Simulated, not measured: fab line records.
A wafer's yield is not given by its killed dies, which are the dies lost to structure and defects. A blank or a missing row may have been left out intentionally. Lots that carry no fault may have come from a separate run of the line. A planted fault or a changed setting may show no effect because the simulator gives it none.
A struck lot beside a sound one | flow nand-harc | 37 steps out of a route of 1302
Sound: wafers L773.2, L773.3, L773.4. Struck: wafer L784.3. (L784.2, L784.4 of the same lot were not struck and are left out.) The cause comes at the end.
Per side, at each step with rows, come the tool, then ch with its chambers, and then its first start. Under that, the readings that differ: sound wafers | struck wafers | difference of the means | sigmas: that difference in standard deviations of wafers without a fault.
alike: a reading whose means differ by less than 2 such deviations, as well as words and numbers matching on both sides. not compared: withheld readings; readings where some wafer has no value; bounds like >300 that might hide an equal value; numbers whose values overlap and for which the record gives no deviation.
A row with sigmas, a row that says differs or no value, or rows on one side alone: a step with any of these is where the two part. Numbers that don't overlap but have no deviation are shown without sigmas and don't part them. A reading that every wafer of one side lacks parts them only if that side has two wafers or more.

first, 4 steps without rows for these wafers: NHARC_A_STAIRCASE_DEP_417 (deposits Si3N4, target thk 60 nm); NHARC_A_STAIRCASE_WET_418 (chemistry H3PO4, target depth 20 nm); NHARC_A_STAIRCASE_PRECLEAN_419 (cleans in SC1); NHARC_A_STAIRCASE_SRD_421.
NHARC_A_STAIRCASE_ALD_420: deposits SiO2, target thk 20 nm, pulse time 6 s, ald cycles 200.
  sound on ald-hk-02 ch 0,2,3, day 17 10:11; struck on ald-hk-02 ch 2, day 22 03:01
  alike: heater-power-outer-w, heater-power-w, precursor-pulse-height-rel
then, 3 steps without rows for these wafers: NHARC_A_STAIRCASE_CVD_552 (deposits SiNx, target thk 40 nm); NHARC_A_STAIRCASE_DEP_151 (deposits SiO2, target thk 7200 nm); NHARC_A_STAIRCASE_ANNEAL_320 (time 1800 s).
NHARC_A_STAIRCASE_DEP_322: deposits SiO2, target thk 7200 nm.
  sound on pecvd-01 ch 1,2, day 18 06:56; struck on pecvd-04 ch 1, day 22 21:10
  alike: heater-power-outer-w, heater-power-w
then, 1 step without rows for these wafers: NHARC_A_STAIRCASE_ANNEAL_323 (time 1800 s).
NHARC_A_STAIRCASE_DEP_325: deposits SiO2, target thk 7200 nm.
  sound on pecvd-04 ch 0,2, day 18 16:21; struck on pecvd-03 ch 1, day 23 04:14
  alike: heater-power-outer-w, heater-power-w
then, 16 steps without rows for these wafers: NHARC_A_STAIRCASE_ANNEAL_326 (time 1800 s); NHARC_A_STAIRCASE_DEHYDRATE_433 (time 120 s); NHARC_A_STAIRCASE_HMDS_434 (time 30 s); NHARC_A_STAIRCASE_COAT_435; NHARC_A_STAIRCASE_SOFTBAKE_436 (time 170 s); NHARC_A_STAIRCASE_EBR_437; NHARC_A_STAIRCASE_EXPOSE_438 (exposes mask STAIR REV); NHARC_A_STAIRCASE_PEB_439 (peb time 130 s); NHARC_A_STAIRCASE_DEVELOP_440 (time 140 s); NHARC_A_STAIRCASE_HARDBAKE_442 (time 140 s); NHARC_A_STAIRCASE_DESCUM_443 (chemistry O2, time 3 s); NHARC_A_STAIRCASE_ETCH_444 (etches the open film in C4F8/O2, target depth 20400 nm, time 6800 s); NHARC_A_STAIRCASE_STRIP_446 (strips in O2); NHARC_A_STAIRCASE_STRIP_447 (strips in SPM, time 900 s); NHARC_A_STAIRCASE_PRECLEAN_448 (cleans in SC1); NHARC_A_STAIRCASE_SRD_449.
NHARC_A_STAIRCASE_CMP_450: polishes SiO2, target thk 200 nm.
  sound on cmp-02 ch 0,2,3, day 19 05:32; struck on cmp-02 ch 2, day 23 18:00
  alike: motor-current-A
NHARC_A_STAIRCASE_CMP_152: polishes.
  sound on cmp-02 ch 0,2,3, day 19 05:37; struck on cmp-02 ch 2, day 23 18:04
  alike: motor-current-A
then, 2 steps without rows for these wafers: NHARC_A_STAIRCASE_SRD_154; NHARC_A_STAIRCASE_ETCH_403 (etches SiO2 in dHF, target depth 108.2 nm).
NHARC_A_STAIRCASE_ETCHBACK_422: etches the open film in CH3F/O2, target depth 40 nm, time 74.286 s.
  sound on rie-diel-04 ch 0,2,3, day 19 06:04; struck on rie-diel-05 ch 2, day 23 18:32
  reading                | sound             | struck | difference | sigmas
  rf-hours-counter-h (h) | 26 24 23          | 51     | +27        |
  rf-vpp-V (V)           | 245.9 246.7 246.1 | 242.8  | -3.4       | -3
  alike: drypump-motor-current-A, oes-product-au, showerhead-plenum-p-Torr, throttle-valve-pct
then, 4 steps without rows for these wafers: NHARC_A_STAIRCASE_ETCH_423 (etches SiO2 in dHF, target depth 30 nm); NHARC_A_STAIRCASE_ETCHBACK_157 (etches the open film in CH3F/O2, target depth 90 nm, time 167.14 s); NHARC_A_STAIRCASE_STRIP_475 (strips in O2, time 20 s); NHARC_A_STAIRCASE_DEP_471 (deposits SiO2, target thk 100 nm).
-- the record jumps here: 5 days lie between the struck wafers' starts before and after (it left off in module A_STAIRCASE and takes up again in module END, whose first step shown is number 1302 of the route) --
NHARC_END_SORT_01:
  the record has rows for the struck wafers here (prober-01 ch 0, day 29 04:26) and none for the sound ones

== WHERE THEY PART ==
Last at NHARC_END_SORT_01 as far as this record goes, first at NHARC_A_STAIRCASE_ETCHBACK_422.

WHY: whatever the simulator had introduced
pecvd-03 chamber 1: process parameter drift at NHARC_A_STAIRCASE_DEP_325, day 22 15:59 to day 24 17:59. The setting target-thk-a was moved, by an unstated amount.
